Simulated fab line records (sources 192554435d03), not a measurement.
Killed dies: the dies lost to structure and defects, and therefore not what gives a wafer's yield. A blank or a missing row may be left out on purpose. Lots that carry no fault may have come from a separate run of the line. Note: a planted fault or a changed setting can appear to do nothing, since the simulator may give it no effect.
Comparing a struck lot with a sound one -- flow n5 finfet -- 18 steps out of a route of 1938
Sound: these wafers, L404.1, L404.2, L404.6. Struck: wafer L416.2 (left out: L416.1, L416.3 of the same lot, which were not struck); the cause appears at the end.
For every step that has rows: the tool of each side, followed by ch and its chambers, followed by its first start. Under that, the readings that differ: sound wafers -- struck wafers -- difference of the means -- sigmas: that difference in standard deviations of wafers without a fault.
alike: words and numbers the same on both sides, and readings whose means are apart by under 2 such deviations; not compared: readings that were withheld, readings missing a value for some wafer, numbers with overlapping values and no deviation given by the record, and bounds like >300 which may hide the same value.
The two part at a step that has a row with sigmas, a row that says differs or no value, or rows on one side only. Numbers that have no deviation but don't overlap get no sigmas and don't part them. A reading that every wafer of one side lacks parts them only if that side has two wafers or more.

first, 7 steps without rows for these wafers: N5_BEOL_M0_CUTY_COAT_50 (time 60 s, resist thk 15 nm); N5_BEOL_M0_CUTY_COAT_51 (resist thk 150 nm); N5_BEOL_M0_CUTY_EBR_52; N5_BEOL_M0_CUTY_SOFTBAKE_53 (time 60 s); N5_BEOL_M0_CUTY_EXPOSE_54 (exposes mask M0 ABLK); N5_BEOL_M0_CUTY_PEB_55 (peb time 60 s); N5_BEOL_M0_CUTY_DEVELOP_56 (develop time 30 s).
N5_BEOL_M0_CUTY_CD_MEAS_57: the cd target is 200 nm.
  sound on cd sem-03 ch 0, day 5 14:47; struck on cd sem-02 ch 0, day 8 22:26
  alike: cd nm
N5_BEOL_M0_CUTY_OVL_MEAS_58:
  sound on overlay-01 ch 0, day 5 14:49; struck on overlay-01 ch 0, day 8 22:28
  alike: M0_ABLK_OVL
N5_BEOL_M0_CUTY_INSPECT_59: inspects for defects (macro).
  struck on defect inspect-02, day 8 22:29; sound on defect inspect-01, day 5 14:50
  alike: raw defect count
N5_BEOL_M0_CUTY_DESCUM_61: chemistry O2, time 7.9 s.
  sound on rie diel-04 ch 0,2,3, day 5 16:24; struck on rie diel-04 ch 1, day 8 23:18
reading,sound,struck,difference,sigmas
throttle valve pct (%),20.22 20.16 20.12,20.65,+0.48,+2
  alike: drypump motor current A, oes product au, rf vpp V, showerhead plenum p Torr
  not compared: rf hours counter h
N5_BEOL_M0_CUTY_ETCH_62: etches SiARC in CF4, time 58.5 s.
  sound on rie diel-04 ch 0,2,3, day 5 16:26; struck on rie diel-04 ch 1, day 8 23:20
  alike: drypump motor current A, etch rf on time s, oes product au, rf vpp V, showerhead plenum p Torr, throttle valve pct
  not compared: rf hours counter h
N5_BEOL_M0_CUTY_ETCH_63: etches SOC in N2/H2, target depth 82.7 nm, overetch 16.5 nm, time 124 s.
  sound on rie diel-04 ch 0,2,3, day 5 16:29; struck on rie diel-04 ch 1, day 8 23:23
reading,sound,struck,difference,sigmas
throttle valve pct (%),17.62 17.62 17.50,18.12,+0.54,+2
model.SiO2_of_BEOL_M0_SAQP_SPACER2_ALD_26.thk nm (nm),7.2 7 7.2,6.2,-0.9,
  alike: drypump motor current A, oes product au, rf vpp V, showerhead plenum p Torr
  not compared: rf hours counter h
then, 1 step without rows for these wafers: N5_BEOL_M0_CUTY_STRIP_64 (strips in N2/H2).
N5_BEOL_M0_ETCH_138: etches SiCN in CH3F/O2, target depth 12 nm, time 31.6 s.
  sound on rie diel-04 ch 0,2,3, day 5 16:37; struck on rie diel-04 ch 1, day 8 23:30
  alike: drypump motor current A, etch rf on time s, oes product au, rf vpp V, showerhead plenum p Torr, throttle valve pct
  not compared: rf hours counter h
N5_BEOL_M0_HM_OPEN_105: chemistry Cl2/BCl3, target TiN, target depth 12 nm.
  sound on rie metal-02 ch 0,1, day 5 17:10; struck on rie metal-02 ch 0, day 9 03:34
reading,sound,struck,difference,sigmas
model.SiO2_of_BEOL_M0_SAQP_SPACER2_ALD_26.thk nm (nm),2.8 2.6 2.8,2,-1,
  alike: drypump motor current A, oes product au, throttle valve pct
  not compared: rf hours counter h
N5_BEOL_M0_STRIP_140: strips in CF4.
  sound on rie diel-04 ch 0,1, day 5 17:25; struck on rie diel-04 ch 2, day 9 03:52
reading,sound,struck,difference,sigmas
oes product au (a.u.),0.71 0.79 0.79,0.93,+0.17,+2
throttle valve pct (%),13.49 13.76 13.78,13.04,-0.64,-3
  alike: drypump motor current A, power w, rf vpp V, showerhead plenum p Torr
  not compared: rf hours counter h
-- the record jumps here: 2 days lie between the struck wafers' starts before and after (it left off in module BEOL_M0 and takes up again in module BEOL_M4, whose first step shown is number 1111 of the route) --
N5_BEOL_M4_RC_MEAS_101:
  sound on prober-02 ch 0, day 7 12:01; struck on prober-02 ch 0, day 11 06:19
reading,sound,struck,difference,sigmas
IOFF_P (nA/um),0.162 0.182 0.172,0.234,+0.062,+2
ION_P (uA/um),458 462 454,476,+18,+3
VT_P (mV),-255.1 -252.4 -253.0,-246.4,+7.1,+3
  alike: DIBL_N, DIBL_P, IOFF_N, ION_N, SS_N, SS_P, VT_N

== WHERE THEY PART ==
Earliest at N5_BEOL_M0_CUTY_DESCUM_61; latest, in this record, at N5_BEOL_M4_RC_MEAS_101.

WHY: whatever the simulator had introduced
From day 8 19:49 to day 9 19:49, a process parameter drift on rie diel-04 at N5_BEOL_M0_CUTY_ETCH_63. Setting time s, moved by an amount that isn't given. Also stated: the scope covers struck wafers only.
